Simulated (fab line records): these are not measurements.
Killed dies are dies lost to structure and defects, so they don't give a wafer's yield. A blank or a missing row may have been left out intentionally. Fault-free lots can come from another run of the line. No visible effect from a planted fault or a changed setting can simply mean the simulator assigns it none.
Problem report in the 8D (eight disciplines) form, filled by code	flow nandHarc	the parts of the form that need people (team, actions taken, sign-off) are left out

## 1. THE ISSUE
Wafers without a fault read 1000 nm, standard deviation 8; thkNm at NHARC_A_ONON_D1_THK_MEAS_18 reads a mean of 1084 nm on 6 wafers belonging to 2 lots. That puts it +10 standard deviations away from the usual mean.
The step: measures by ellipsometry.
Earliest sighting: wafer L547.2 on filmMetro-02 at day 15 01:43. The record has a number at this step for 42 wafers belonging to 14 lots. Rule for "out" (also "out of limits"): further than 4 standard deviations from the usual mean. Any other wafer with a number is counted as sound.

## 2. WHAT THIS IS AND IS NOT
question	is	is not
which readings at this step	thkNm	-
which lots	L547, L548	L533, L534, L536, L537, L538, L540, L545, L546, L549, L550, L551, L555
which wafers of those lots	all that have a number	-
read on which gauges	filmMetro-01, filmMetro-02	-
when	from day 15 01:43	up to then (27 sound wafers); but 9 sound wafers of L550, L551, L555 came after

## 3. SUSPECTS, AND WHAT RULES EACH OUT
Counting: a tool stays on the suspect list if, at a process step up to the reading, it processed all lots that are out and no sound lot following the first of them.
- the gauge at NHARC_A_ONON_D1_THK_MEAS_18 has been ruled out. 2 gauges (filmMetro-01, filmMetro-02) read the wafers that are out.
- pecvdOnon-02 at NHARC_A_ONON_D1_DEP_16 (target thk 1000 nm): kept. Every lot that is out went through it, starting with L547 (day 15 01:16), and after that it ran no sound lot; the last sound lot it ran before then is L545 (day 13 07:54).
Remaining after the count: pecvdOnon-02 at NHARC_A_ONON_D1_DEP_16.

## 4. THE CAUSE (what the simulator had put in)
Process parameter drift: pecvdOnon-02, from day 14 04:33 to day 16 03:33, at NHARC_A_ONON_D1_DEP_16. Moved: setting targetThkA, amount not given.
Counting left only this tool.

## 5. THE EFFECT CHAIN, in route order
Each row: a reading whose mean over the struck wafers that have a number lies more than 3 standard deviations from the usual. Scope: only readings with a usual standard deviation given in the record; hours: median across lots of the time from each lot's start at the first step in this table that gives one to its start at this step; sigmas: change in usual standard deviations.
hours	step	reading	usual	on struck wafers	change	sigmas
0	NHARC_A_ONON_D1_THK_MEAS_18	thkNm	1000 nm	1084	+84	+10

## 6. HOW IT WOULD HAVE BEEN CAUGHT EARLIER
21 hours passed between the start of the fault at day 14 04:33 and the first reading out of limits at a measuring or inspecting step in this record, taken at day 15 01:43.
Lots out: 2; of these, L548 started NHARC_A_ONON_D1_DEP_16 on pecvdOnon-02 after day 15 01:43. Putting the tool on hold at that point would have spared it.
